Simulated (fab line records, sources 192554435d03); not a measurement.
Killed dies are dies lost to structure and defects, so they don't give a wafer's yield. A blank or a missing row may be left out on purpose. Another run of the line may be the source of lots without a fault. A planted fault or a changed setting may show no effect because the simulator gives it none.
fab line records	flow n5-finfet
record lots=7	wafers=21
route steps=1938 shown BEOL_M10@1501 BEOL_M11@1575 BEOL_M12@1637 BEOL_M13@1685
start-h: start of the lot's first displayed wafer, in hours after the record's first day	wait-h: hours from the lot's prior step to this one	" identical to the entry in the row above	L1.1+2: a single row standing in for several wafers	- no value, or no start given	* or withheld: withheld	< > ~ a bound
route shown NAME@n: names a module that has steps shown in the file, with the first one's number in the route	usual: mean/standard deviation taken from wafers without a fault	same: alike in all rows	chamber/n: place in a boat	sites: per-site readings	_std_site: their standard deviation	_edge_site: outer sites' mean less inner sites'	radius-mm: how far each site lies from the wafer's centre	mask NAME#n: copy n	behind: the most recent tool/chamber to have shaped the wafer	hold: reason for holding the lot/hours on hold/outcome of the hold	device: transistor that didn't switch, given as n, p or np	end of line: tests of these same wafers at the route's end	a step given without rows: its recipe and nothing more	killed: at the first sort, the dies lost to defects and structure; wafer yield is something else	map: a wafer's dies, x killed, . not, _ none there
set.NAME: the run value of the setting; set.NAME@STEP: its run value at that earlier step	model.NAME: the simulator's own value behind a step, which no gauge read
lots where settings were altered on purpose, with a table for each step and a row for each wafer
## steps
# step N5_BEOL_M10_DEVELOP_27
# recipe develop-time-s=30	developer=TMAH	resist=CAR-ArF	rinse-liquid=diw	dry=air-spin	dev-temp-c=23
lot.wafer	tool	chamber	start-h	wait-h	set.develop-time-s
L075.1	litho-track-05	0	-	-	30
L075.3+6	"	0	"	"	26.41
L078.2+3+6	litho-track-05	0	-	-	30
L081.4+6	litho-track-04	0	-	-	30
L081.5	"	0	"	"	27.17
L080.3+5+6	litho-track-01	0	-	-	30
L082.2+6	litho-track-01	0	-	-	30
L082.3	"	0	"	"	34.65
L084.1+3+4	litho-track-05	0	-	-	30
L091.2+5	litho-track-05	0	-	-	30
L091.6	"	0	"	"	23.87
# step N5_BEOL_M10_DESCUM_33
# recipe chemistry=O2	time-s=7.9	source-power-w=50	bias-power-w=20	pressure-mtorr=20	rf-frequency-hz=2.712e+07	temp-c=40	resist=CAR-ArF	o2-flow-sccm=225
# step N5_BEOL_M10_ETCH_65
# recipe chemistry=CF4	target=SiARC	target-depth-a=390	mask-material=CAR-ArF	time-s=65	ion-energy-ev=80	pressure-mtorr=40	source-w=545	bias-w=36	Ar_flow_sccm=100	cf4-flow-sccm=100	ends=cleared
lot.wafer	tool	chamber	start-h	wait-h	set.spin-rpm@BEOL_M10_COAT_64	model.etch.depth-nm	model.CAR-ArF_of_BEOL_M10_COAT_22.thk-nm
L075.1	rie-diel-04	0	222.92	0.0	1500	29.88	55.6
L075.3	"	3	"	"	1373	31.33	54.2
L075.6	"	2	"	"	1500	29.93	55.6
L078.2	rie-diel-02	2	238.53	0.0	1500	29.94	55.6
L078.3	"	1	"	"	1500	29.86	56
L078.6	"	3	"	"	1348	31.53	54.2
L081.4	rie-diel-02	0	249.25	0.0	1500	29.93	55.6
L081.5	"	3	"	"	1661	28.48	56.8
L081.6	"	0	"	"	1661	28.56	57
L080.3	rie-diel-02	2	260.52	0.0	1580	29.22	56
L080.5	"	0	"	"	1580	29.2	55.6
L080.6	"	3	"	"	1500	29.96	55.4
L082.2	rie-diel-05	0	265.44	0.0	1342	31.69	54.4
L082.3	"	2	"	"	1500	29.95	55.8
L082.6	"	1	"	"	1500	29.98	55.8
L084.1	rie-diel-02	0	275.05	0.0	1500	29.88	55.8
L084.3	"	3	"	"	1500	29.99	55.8
L084.4	"	2	"	"	1500	30	55.6
L091.2	rie-diel-02	3	322.19	0.0	1500	30.05	55.6
L091.5	"	1	"	"	1558	29.55	55.8
L091.6	"	2	"	"	1558	29.47	56
# step N5_BEOL_M10_ETCH_66
# recipe chemistry=N2/H2	target=SOC	target-depth-a=1200	overetch-a=240	mask-material=SiARC	temp-c=40	time-s=180	ion-energy-ev=200	pressure-mtorr=30	source-w=840	bias-w=150	n2-flow-sccm=200	h2-flow-sccm=200
lot.wafer	tool	chamber	start-h	wait-h	set.spin-rpm@BEOL_M10_COAT_64	model.SiARC_of_BEOL_M10_COAT_64.thk-nm
L075.1	rie-diel-04	0	222.97	0.0	1500	22.6
L075.3	"	3	"	"	1373	24.2
L075.6	"	2	"	"	1500	23.2
L078.2	rie-diel-02	2	238.58	0.0	1500	23.2
L078.3	"	1	"	"	1500	23
L078.6	"	3	"	"	1348	25
L081.4	rie-diel-02	0	249.30	0.0	1500	23
L081.5	"	3	"	"	1661	21.8
L081.6	"	0	"	"	1661	21.6
L080.3	rie-diel-02	2	260.57	0.0	1580	22.4
L080.5	"	0	"	"	1580	22.2
L080.6	"	3	"	"	1500	23.4
L082.2	rie-diel-05	0	265.49	0.0	1342	24.6
L082.3	"	2	"	"	1500	23
L082.6	"	1	"	"	1500	23.2
L084.1	rie-diel-02	0	275.10	0.0	1500	23
L084.3	"	3	"	"	1500	23.4
L084.4	"	2	"	"	1500	23.2
L091.2	rie-diel-02	3	322.24	0.0	1500	23.2
L091.5	"	1	"	"	1558	22.6
L091.6	"	2	"	"	1558	22.8
# step N5_BEOL_M11_VIA_ETCH_34
# recipe chemistry=C4F6/O2	target=SiCOH_lowk	target-depth-a=1845	mask-material=SOC	taper-deg=4	time-s=69.2	ion-energy-ev=250	pressure-mtorr=30	source-w=345	bias-w=185	Ar_flow_sccm=300	C4F6_flow_sccm=10	O2_flow_sccm=10
lot.wafer	tool	chamber	start-h	wait-h	set.time-s	model.etch.depth-nm	model.SOC_of_BEOL_M11_COAT_63.thk-nm
L075.1	rie-diel-06	2	231.14	0.0	79.99	223.2	90
L075.3	"	0	"	"	69.2	186.2	91.6
L075.6	"	2	"	"	69.2	190.6	91.6
L078.2	rie-diel-01	1	249.57	0.0	69.2	183	92
L078.3	"	2	"	"	69.2	179.1	92
L078.6	"	0	"	"	69.2	179.8	92.2
L081.4	rie-diel-01	2	260.78	0.0	69.2	181.8	91.2
L081.5	"	3	"	"	54.74	145.7	93.2
L081.6	"	0	"	"	54.74	142.7	93.2
L080.3	rie-diel-03	1	269.54	0.0	69.2	179.5	92.4
L080.5	"	2	"	"	69.2	180.9	92.2
L080.6	"	3	"	"	69.2	186.5	92.2
L082.2	rie-diel-06	3	271.53	0.0	69.2	186.7	91.6
L082.3	"	2	"	"	69.2	192.8	91.6
L082.6	"	3	"	"	69.2	187.2	92
L084.1	rie-diel-06	3	285.20	0.0	69.2	187.2	92.2
L084.3	"	2	"	"	69.2	189.3	91.8
L084.4	"	1	"	"	69.2	182.9	92.4
L091.2	rie-diel-01	1	329.61	0.0	69.2	185.3	92
L091.5	"	0	"	"	69.2	185.1	92.4
L091.6	"	1	"	"	69.2	185.5	92.2
# step N5_BEOL_M11_TRENCH_ETCH_37
# recipe chemistry=C4F6/O2	target-depth-a=1488.3	target=SiCOH_lowk	time-s=48	ion-energy-ev=250	pressure-mtorr=30	source-w=345	bias-w=185	Ar_flow_sccm=300	C4F6_flow_sccm=10	O2_flow_sccm=10
lot.wafer	tool	chamber	start-h	wait-h	set.time-s	model.BEOL_M11.feature-depth-nm	model.etch.depth-nm
L075.1	rie-diel-06	2	-	-	48	154.6	154.6
L075.3	"	0	"	"	48	149.6	149.6
L075.6	"	2	"	"	48	154	154
L078.2	rie-diel-01	1	-	-	48	148.6	148.6
L078.3	"	2	"	"	48	145.6	145.6
L078.6	"	0	"	"	44.08	132.4	132.3
L081.4	rie-diel-01	2	-	-	53.69	161.4	161.4
L081.5	"	3	"	"	48	148.6	148.6
L081.6	"	0	"	"	48	146	146.1
L080.3	rie-diel-03	1	-	-	51.11	152.8	152.9
L080.5	"	2	"	"	48	142.6	142.5
L080.6	"	3	"	"	48	148.4	148.4
L082.2	rie-diel-06	3	-	-	48	149.4	149.4
L082.3	"	2	"	"	48	152.8	152.8
L082.6	"	3	"	"	57.6	179.8	179.8
L084.1	rie-diel-06	3	-	-	48	150.8	150.8
L084.3	"	2	"	"	48	155.6	155.5
L084.4	"	1	"	"	48	150.8	150.9
L091.2	rie-diel-01	1	-	-	48	150.6	150.6
L091.5	"	0	"	"	48	150.8	150.8
L091.6	"	1	"	"	48	151.4	151.5
# step N5_BEOL_M11_ETCH_41
# recipe chemistry=CH3F/O2	target=SiCN	target-depth-a=426	taper-deg=2	time-s=86	ion-energy-ev=120	mask-material=TiN	pressure-mtorr=30	source-w=395	bias-w=75	Ar_flow_sccm=150	CH3F_flow_sccm=30	O2_flow_sccm=20
# step N5_BEOL_M11_STRIP_77
# recipe chemistry=N2/H2	time-s=10	power-w=450	temp-c=40	pressure-mtorr=20	rf-frequency-hz=6e+07	bias-power-w=7	n2-flow-sccm=200	h2-flow-sccm=200
# step N5_BEOL_M11_ECD_50
# recipe material=Cu	target-thk-a=3180
# step N5_BEOL_M11_ANNEAL_51
# recipe temp-c=225	time-s=90	ambient=N2
# step N5_BEOL_M11_CMP_52
# recipe stop-on=SiCOH_lowk	t-overpolish-s=7	down-force-psi=1	platen-rpm=50	clearing-platen-down-force-psi=1.5	clearing-platen-rpm=50	post-cmp-clean=cu-alkaline	target-thk-nm=140	clearing-platen-pad-velocity-m-s=0.99484	pad-velocity-m-s=0.99484
lot.wafer	tool	chamber	start-h	wait-h	set.time-s@BEOL_M11_TRENCH_ETCH_37	model.Cu_of_BEOL_M11_ECD_50.thk-nm
L075.1	cmp-04	0	233.86	0.3	48	144.8
L075.3	"	3	"	"	48	137
L075.6	"	1	"	"	48	145.4
L078.2	cmp-04	0	254.49	0.4	48	140.6
L078.3	"	3	"	"	48	134
L078.6	"	0	"	"	44.08	123.6
L081.4	cmp-02	2	263.56	0.3	53.69	153.4
L081.6	"	3	"	"	48	137.2
L081.5	"	0	"	"	48	142.4
L080.3	cmp-04	2	274.02	0.2	51.11	141.8
L080.6	"	1	"	"	48	139.8
L080.5	"	2	"	"	48	132.8
L082.2	cmp-04	1	274.65	0.2	48	140.4
L082.3	"	2	"	"	48	143
L082.6	"	1	"	"	57.6	171
L084.3	cmp-02	1	288.92	0.3	48	147.6
L084.1	"	2	"	"	48	139.8
L084.4	"	3	"	"	48	140.2
L091.2	cmp-04	0	332.08	0.3	48	141.4
L091.5	"	2	"	"	48	142.2
L091.6	"	3	"	"	48	140.2
# step N5_BEOL_M12_ETCH_68
# recipe chemistry=N2/H2	target=SOC	mask-material=SiARC	source-w=3000	bias-w=350	temp-c=40	time-s=285	ion-energy-ev=200	pressure-mtorr=30	n2-flow-sccm=200	h2-flow-sccm=200
lot.wafer	tool	chamber	start-h	wait-h	set.time-s	model.SiARC_of_BEOL_M12_COAT_66.thk-nm
L075.1	rie-diel-05	1	237.19	0.1	337.9	81.6
L075.3	"	2	"	"	285	86
L075.6	"	3	"	"	337.9	81.2
L078.2	rie-diel-05	2	256.72	0.1	222.2	91.8
L078.3	"	0	"	"	285	85.8
L078.6	"	2	"	"	285	86.6
L081.4	rie-diel-04	0	265.56	0.1	314.3	83.4
L081.5	"	1	"	"	314.3	83.6
L081.6	"	0	"	"	314.3	82.8
L080.3	rie-diel-05	1	276.38	0.1	285	86.2
L080.5	"	0	"	"	285	85.6
L080.6	"	3	"	"	285	86.4
L082.2	rie-diel-02	3	277.13	0.1	237.9	90
L082.3	"	1	"	"	285	85.4
L082.6	"	0	"	"	237.9	90.8
L084.1	rie-diel-04	0	292.21	0.1	285	85.8
L084.3+4	"	1,2	"	"	285	86.2
L091.2	rie-diel-02	3	334.48	0.1	285	85.8
L091.5	"	0	"	"	304.3	83.8
L091.6	"	3	"	"	285	86.2
# step N5_BEOL_M12_TRENCH_ETCH_34
# recipe chemistry=C4F8/O2/Ar	target=SiOC	target-depth-a=3189.5	mask-material=SOC	pressure-mtorr=30	source-w=3000	bias-w=700	Ar_flow_sccm=400	C4F8_flow_sccm=15	O2_flow_sccm=8	he-inner-torr=15	he-outer-torr=30	time-s=125.5	ion-energy-ev=250
lot.wafer	tool	chamber	start-h	wait-h	set.time-s	model.etch.depth-nm
L075.1	rie-diel-05	1	237.38	0.0	152.6	390.2
L075.3	"	2	"	"	152.6	391.8
L075.6	"	3	"	"	125.5	320
L078.2	rie-diel-05	2	256.90	0.0	100.4	257.2
L078.3	"	0	"	"	125.5	326
L078.6	"	2	"	"	100.4	255.9
L081.4	rie-diel-04	0	265.74	0.0	125.5	320.5
L081.5	"	1	"	"	108.3	275
L081.6	"	0	"	"	125.5	318.3
L080.3	rie-diel-05	1	276.57	0.0	125.5	321.1
L080.5	"	0	"	"	125.5	329
L080.6	"	3	"	"	125.5	323.5
L082.2	rie-diel-02	3	277.31	0.0	140.8	341.2
L082.3	"	1	"	"	140.8	352
L082.6	"	0	"	"	140.8	338.4
L084.1	rie-diel-04	0	292.39	0.0	125.5	323
L084.3	"	1	"	"	125.5	316.6
L084.4	"	2	"	"	125.5	312.6
L091.2	rie-diel-02	3	334.66	0.0	150.1	379.3
L091.5	"	0	"	"	125.5	326.5
L091.6	"	3	"	"	150.1	380.8
# step N5_BEOL_M12_STRIP_70
# recipe chemistry=C4F8/O2/Ar	resist=SiARC	rf-frequency-hz=6e+07
# step N5_BEOL_M12_OCD_MEAS_35
# usual trench-depth-nm=319/5.6
lot.wafer	tool	chamber	start-h	wait-h	set.time-s@BEOL_M12_TRENCH_ETCH_34	trench-depth-nm
L075.1	ocd-02	-	237.53	0.0	152.6	391
L075.3	"	-	"	"	152.6	392
L075.6	"	-	"	"	125.5	320
L078.2	ocd-02	-	257.06	0.0	100.4	257
L078.3	"	-	"	"	125.5	326
L078.6	"	-	"	"	100.4	256
L081.4	ocd-02	-	265.90	0.0	125.5	320
L081.5	"	-	"	"	108.3	276
L081.6	"	-	"	"	125.5	318
L080.3	ocd-01	-	276.72	0.0	125.5	321
L080.5	"	-	"	"	125.5	329
L080.6	"	-	"	"	125.5	323
L082.2	ocd-01	-	277.47	0.0	140.8	341
L082.3	"	-	"	"	140.8	352
L082.6	"	-	"	"	140.8	338
L084.1	ocd-02	-	292.55	0.0	125.5	323
L084.3	"	-	"	"	125.5	316
L084.4	"	-	"	"	125.5	312
L091.2	ocd-02	-	334.82	0.0	150.1	379
L091.5	"	-	"	"	125.5	327
L091.6	"	-	"	"	150.1	380
# step N5_BEOL_M12_STRIP_37
# recipe chemistry=N2/H2	power-w=1000	temp-c=250	h2-frac=0.65	overash-fraction=0.3	pressure-mtorr=withheld	n2-flow-sccm=1750	h2-flow-sccm=3250
# step N5_BEOL_M12_ETCH_38
# recipe chemistry=CF4/N2	target=SiCN	target-depth-a=687	taper-deg=2	time-s=73.4	ion-energy-ev=150	mask-material=SiO2	pressure-mtorr=40	source-w=430	bias-w=70	Ar_flow_sccm=100	cf4-flow-sccm=60	n2-flow-sccm=60
# step N5_BEOL_M12_ECD_47
# recipe material=Cu	target-thk-a=7200
# step N5_BEOL_M12_ANNEAL_48
# recipe temp-c=225	time-s=90	ambient=N2
# step N5_BEOL_M12_CMP_49
# recipe stop-on=SiOC	t-overpolish-s=20.6	down-force-psi=1	platen-rpm=50	clearing-platen-down-force-psi=1.5	clearing-platen-rpm=50	post-cmp-clean=cu-alkaline	target-thk-nm=320	clearing-platen-pad-velocity-m-s=0.99484	pad-velocity-m-s=0.99484
lot.wafer	tool	chamber	start-h	wait-h	set.time-s@BEOL_M12_TRENCH_ETCH_34	model.Cu_of_BEOL_M12_ECD_47.thk-nm
L075.3	cmp-03	2	239.71	0.2	152.6	389.4
L075.1	"	3	"	"	152.6	389.2
L075.6	"	1	"	"	125.5	319.8
L078.2+6	cmp-01	1	263.71	0.3	100.4	255.4
L078.3	"	0	"	"	125.5	328.4
L081.4	cmp-04	2	268.27	0.3	125.5	321.4
L081.5	"	0	"	"	108.3	276.8
L081.6	"	1	"	"	125.5	319
L080.3	cmp-01	1	281.21	0.3	125.5	319
L080.5	"	1	"	"	125.5	327.4
L080.6	"	2	"	"	125.5	323
L082.2	cmp-04	0	281.36	0.4	140.8	342
L082.3	"	1	"	"	140.8	352
L082.6	"	0	"	"	140.8	339.4
L084.3	cmp-01	3	295.61	0.3	125.5	320.6
L084.4	"	0	"	"	125.5	315.6
L084.1	"	2	"	"	125.5	325
L091.2+6	cmp-01	0,2	339.61	0.3	150.1	381.2
L091.5	"	1	"	"	125.5	326.4
# step N5_BEOL_M12_THK_MEAS_50
# recipe thk-meas-gauge=xrf	reads=Cu_of_BEOL_M12_ECD_47
# usual M12_THK=317/5.7
lot.wafer	tool	chamber	start-h	wait-h	set.time-s@BEOL_M12_TRENCH_ETCH_34	M12_THK[nm]
L075.1	film-metro-01	-	239.97	-	152.6	388
L075.3	"	-	"	"	152.6	388
L075.6	"	-	"	"	125.5	318
L078.2	film-metro-02	-	264.00	-	100.4	254
L078.3	"	-	"	"	125.5	327
L078.6	"	-	"	"	100.4	254
L081.4	film-metro-01	-	268.49	-	125.5	319
L081.5	"	-	"	"	108.3	274
L081.6	"	-	"	"	125.5	317
L080.3	film-metro-02	-	281.51	-	125.5	319
L080.5	"	-	"	"	125.5	326
L080.6	"	-	"	"	125.5	323
L082.2	film-metro-01	-	281.62	-	140.8	344
L082.3	"	-	"	"	140.8	353
L082.6	"	-	"	"	140.8	341
L084.1	film-metro-01	-	295.90	-	125.5	316
L084.3	"	-	"	"	125.5	313
L084.4	"	-	"	"	125.5	308
L091.2	film-metro-02	-	339.80	-	150.1	381
L091.5	"	-	"	"	125.5	325
L091.6	"	-	"	"	150.1	379
# step N5_BEOL_M12_PRE_CLEAN_52
# recipe gas=NH3	time-s=15	temp-c=withheld	rf-power-w=300
# step N5_BEOL_M12_DEP_53
# recipe material=SiCN	target-thk-a=300	temp-c=withheld	precursor=3MS/NH3	pressure-torr=3	rf-w=675	time-s=10.5
# step N5_BEOL_M12_RS_MEAS_54
# recipe thk-meas-gauge=four-point-probe	reads=Cu_of_BEOL_M12_ECD_47+Ta_of_BEOL_M12_SPUTTER_44+TaN_of_BEOL_M12_SPUTTER_43
# usual M12_RS=0.0603/0.0012
lot.wafer	tool	chamber	start-h	wait-h	set.time-s@BEOL_M12_TRENCH_ETCH_34	M12_RS[ohm/sq]
L075.1	film-metro-02	-	240.13	0.1	152.6	0.0490
L075.3	"	-	"	"	152.6	0.0491
L075.6	"	-	"	"	125.5	0.0602
L078.2	film-metro-02	-	264.15	0.1	100.4	0.0761
L078.3	"	-	"	"	125.5	0.0584
L078.6	"	-	"	"	100.4	0.0761
L081.4	film-metro-01	-	268.61	0.0	125.5	0.0597
L081.5	"	-	"	"	108.3	0.0697
L081.6	"	-	"	"	125.5	0.0603
L080.3	film-metro-02	-	281.64	0.0	125.5	0.0602
L080.5	"	-	"	"	125.5	0.0587
L080.6	"	-	"	"	125.5	0.0596
L082.2	film-metro-02	-	281.74	0.0	140.8	0.0561
L082.3	"	-	"	"	140.8	0.0543
L082.6	"	-	"	"	140.8	0.0565
L084.1	film-metro-02	-	296.05	0.1	125.5	0.0592
L084.3	"	-	"	"	125.5	0.0600
L084.4	"	-	"	"	125.5	0.0610
L091.2	film-metro-02	-	339.92	0.0	150.1	0.0500
L091.5	"	-	"	"	125.5	0.0587
L091.6	"	-	"	"	150.1	0.0500
# step N5_BEOL_M13_EXPOSE_25
# recipe mask-id=M13	na=0.93	source-shape=conventional	sigma-outer=0.4	polarization=unpolarized	target-cd-nm=210	dose-mj=22
lot.wafer	tool	chamber	start-h	wait-h	mask	set.dose-mj
L075.1	krf-scanner-02	0	241.49	-	M13#0	23.09
L075.3+6	"	0	"	"	M13#0	22
L078.2+6	krf-scanner-01	0	265.75	-	M13#0	22
L078.3	"	0	"	"	M13#0	22.82
L081.4	krf-scanner-02	0	270.49	-	M13#0	22
L081.5+6	"	0	"	"	M13#0	22.75
L080.3+5+6	krf-scanner-02	0	283.06	-	M13#0	22
L082.2+6	krf-scanner-02	0	283.34	-	M13#0	22
L082.3	"	0	"	"	M13#0	20.59
L084.1+3+4	krf-scanner-01	0	297.52	-	M13#0	22
L091.2+5+6	krf-scanner-02	0	341.22	-	M13#0	22
# step N5_BEOL_M13_PEB_26
# recipe peb-temp-c=130	peb-time-s=90
# step N5_BEOL_M13_DEVELOP_27
# recipe develop-time-s=45	rinse-liquid=diw	dry=air-spin	dev-temp-c=21
# step N5_BEOL_M13_HARDBAKE_32
# recipe temp-c=130	time-s=120
# step N5_BEOL_M13_CD_MEAS_28
# recipe target-cd-nm=209.5	landing-energy-ev=500	detector=se-inlens
# usual cd-nm=210.0/1.4
lot.wafer	tool	chamber	start-h	wait-h	set.dose-mj@BEOL_M13_EXPOSE_25	cd-nm
L075.1	cd-sem-03	0	241.66	-	23.09	215.3
L075.3	"	0	"	"	22	210.2
L075.6	"	0	"	"	22	208.9
L078.2	cd-sem-02	0	265.91	-	22	211.6
L078.3	"	0	"	"	22.82	216.2
L078.6	"	0	"	"	22	208.4
L081.4	cd-sem-01	0	270.64	-	22	209.7
L081.5	"	0	"	"	22.75	212.5
L081.6	"	0	"	"	22.75	212.7
L080.3	cd-sem-03	0	283.22	-	22	207.8
L080.5	"	0	"	"	22	209.5
L080.6	"	0	"	"	22	207.6
L082.2	cd-sem-01	0	283.50	-	22	209.6
L082.3	"	0	"	"	20.59	203.9
L082.6	"	0	"	"	22	207.8
L084.1	cd-sem-02	0	297.69	-	22	208.9
L084.3	"	0	"	"	22	208.6
L084.4	"	0	"	"	22	208.9
L091.2	cd-sem-02	0	341.38	-	22	208.1
L091.5	"	0	"	"	22	207.9
L091.6	"	0	"	"	22	208.4
## key
split step=N5_BEOL_M10_DEVELOP_27	setting=develop-time-s	stated=30	by=wafer
response none clear
split step=N5_BEOL_M11_VIA_ETCH_34	setting=time-s	stated=69.2	by=wafer
response step=N5_BEOL_M11_VIA_ETCH_34	reading=model.etch.depth-nm	change=+1.95	per=1%	r=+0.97
response step=N5_BEOL_M11_VIA_ETCH_34	reading=model.SOC_of_BEOL_M11_COAT_63.thk-nm	change=-0.0982	per=1%	r=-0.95
split step=N5_BEOL_M11_TRENCH_ETCH_37	setting=time-s	stated=48	by=wafer
response step=N5_BEOL_M11_TRENCH_ETCH_37	reading=model.BEOL_M11.feature-depth-nm	change=+1.4	per=1%	r=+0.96
response step=N5_BEOL_M11_TRENCH_ETCH_37	reading=model.etch.depth-nm	change=+1.4	per=1%	r=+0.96
response step=N5_BEOL_M11_CMP_52	reading=model.Cu_of_BEOL_M11_ECD_50.thk-nm	change=+1.38	per=1%	r=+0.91
split step=N5_BEOL_M12_ETCH_68	setting=time-s	stated=285	by=wafer
response step=N5_BEOL_M12_ETCH_68	reading=model.SiARC_of_BEOL_M12_COAT_66.thk-nm	change=-0.267	per=1%	r=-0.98
split step=N5_BEOL_M12_TRENCH_ETCH_34	setting=time-s	stated=125.5	by=wafer
response step=N5_BEOL_M12_TRENCH_ETCH_34	reading=model.etch.depth-nm	change=+3.19	per=1%	r=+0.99
response step=N5_BEOL_M12_OCD_MEAS_35	reading=trench-depth-nm	change=+3.17	per=1%	r=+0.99
response step=N5_BEOL_M12_CMP_49	reading=model.Cu_of_BEOL_M12_ECD_47.thk-nm	change=+3.22	per=1%	r=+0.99
response step=N5_BEOL_M12_THK_MEAS_50	reading=M12_THK	change=+3.23	per=1%	r=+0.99
response step=N5_BEOL_M12_RS_MEAS_54	reading=M12_RS	change=-0.000624	per=1%	r=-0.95
split step=N5_BEOL_M13_EXPOSE_25	setting=dose-mj	stated=22	by=wafer
response step=N5_BEOL_M13_CD_MEAS_28	reading=cd-nm	change=+1.01	per=1%	r=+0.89
split outside-this-file step=N5_BEOL_M10_COAT_64 setting=spin-rpm
# split outside-this-file: this setting was split too, and the file shows its column; the key of that split is in another file
